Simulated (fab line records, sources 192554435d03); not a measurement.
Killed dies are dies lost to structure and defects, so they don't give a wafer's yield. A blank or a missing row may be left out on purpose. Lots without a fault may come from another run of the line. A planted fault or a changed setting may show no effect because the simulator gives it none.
A struck lot beside a sound one | flow n5_finfet | 17 steps out of a route of 1938
Sound: wafers L206.1, L206.3, L206.4. Struck: wafers L197.2, L197.5, L197.6. The cause comes at the end.
At each step with rows: each side's tool, then ch and its chambers, then its first start. Under that, the readings that differ: sound wafers | struck wafers | difference of the means | sigmas: that difference in standard deviations of wafers without a fault.
alike: readings whose means differ by less than 2 such deviations, and words and numbers that are the same on both sides. not compared: withheld readings, readings that some wafer has no value for, bounds like >300 that may hide the same value, and numbers for which the record gives no deviation and whose values overlap.
The two part at a step that has a row with sigmas, a row that says differs or no value, or rows on one side only. Numbers that don't overlap but have no deviation are shown without sigmas and don't part them. A reading that every wafer of one side lacks parts them only if that side has two wafers or more.

first, 6 steps without rows for these wafers: N5_BEOL_M8_COAT_22 (resist thk 30 nm); N5_BEOL_M8_EBR_24; N5_BEOL_M8_SOFTBAKE_23 (time 60 s); N5_BEOL_M8_EXPOSE_25 (exposes mask V7, target cd 40 nm); N5_BEOL_M8_PEB_26 (peb time 60 s); N5_BEOL_M8_DEVELOP_27 (develop time 30 s).
N5_BEOL_M8_CD_MEAS_28: target cd 40 nm.
  sound on cd_sem-01 ch 0, day 17 10:08; struck on cd_sem-01 ch 0, day 12 19:01
  alike: cd_nm
N5_BEOL_M8_OVL_MEAS_29:
  sound on overlay-01 ch 0, day 17 10:10; struck on overlay-01 ch 0, day 12 19:02
  alike: V7_OVL
N5_BEOL_M8_INSPECT_30: inspects for defects (brightfield).
  sound on defect_inspect-02, day 17 10:13; struck on defect_inspect-02, day 12 19:06
  alike: raw_defect_count
N5_BEOL_M8_DESCUM_33: chemistry O2, time 7 s.
  sound on rie_diel-05 ch 1,2, day 17 10:22; struck on rie_diel-02 ch 0,2,3, day 12 19:09
  alike: drypump_motor_current_A, oes_product_au, rf_vpp_V, showerhead_plenum_p_Torr, throttle_valve_pct
  not compared: rf_hours_counter_h
N5_BEOL_M8_ETCH_72: etches underlayer in N2/H2, target depth 6.5 nm, time 5.2 s.
  sound on rie_diel-05 ch 1,2, day 17 10:24; struck on rie_diel-02 ch 0,2,3, day 12 19:11
  alike: bias_w, drypump_motor_current_A, etch_rf_on_time_s, oes_product_au, rf_fwd_power_W, rf_vpp_V, showerhead_plenum_p_Torr, throttle_valve_pct
  not compared: rf_hours_counter_h
N5_BEOL_M8_ETCH_65: etches SiARC in CF4, target depth 15.6 nm, time 26 s.
  sound on rie_diel-05 ch 1,2, day 17 10:25; struck on rie_diel-02 ch 0,2,3, day 12 19:12
  alike: bias_w, drypump_motor_current_A, etch_rf_on_time_s, oes_product_au, rf_fwd_power_W, rf_vpp_V, showerhead_plenum_p_Torr, throttle_valve_pct
  not compared: rf_hours_counter_h
N5_BEOL_M8_ETCH_66: etches SOC in N2/H2, target depth 80 nm, overetch 16 nm, time 120 s.
  sound on rie_diel-05 ch 1,2, day 17 10:27; struck on rie_diel-02 ch 0,2,3, day 12 19:14
  reading                                    | sound             | struck            | difference | sigmas
  rf_fwd_power_W (W)                         | 836 838 837       | 1041 1040 1042    | +204       | +68
  rf_vpp_V (V)                               | 526.4 528.8 524.5 | 485.0 491.8 485.1 | -39.3      | -14
  model.SiARC_of_BEOL_M8_COAT_64.thk_nm (nm) | 6.4 6.6 6.4       | 5.8 5.8 6         | -0.6       |
  alike: bias_w, drypump_motor_current_A, oes_product_au, showerhead_plenum_p_Torr, throttle_valve_pct
  not compared: rf_hours_counter_h, model.BEOL_M8.cd_nm
then, 2 steps without rows for these wafers: N5_BEOL_M8_STRIP_69 (strips in N2/H2); N5_BEOL_M8_STRIP_73 (strips in N2/H2).
N5_BEOL_M8_VIA_ETCH_34: etches SiCOH lowk in C4F6/O2, target depth 125.5 nm, time 50.5 s.
  sound on rie_diel-05 ch 1,2, day 17 10:33; struck on rie_diel-02 ch 0,2,3, day 12 19:20
  alike: bias_w, drypump_motor_current_A, oes_product_au, rf_fwd_power_W, rf_vpp_V, showerhead_plenum_p_Torr, throttle_valve_pct
  not compared: rf_hours_counter_h, model.BEOL_M8.cd_nm
then, 1 step without rows for these wafers: N5_BEOL_M8_STRIP_76 (strips in C4F6/O2).

WHERE THEY PART
Only at N5_BEOL_M8_ETCH_66, within this record. Later steps at which nothing parts them and some readings are alike: N5_BEOL_M8_VIA_ETCH_34.

WHY: what the simulator had put in
Process parameter drift: rie_diel-02, from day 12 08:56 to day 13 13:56, at N5_BEOL_M8_ETCH_66. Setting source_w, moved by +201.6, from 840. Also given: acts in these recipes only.
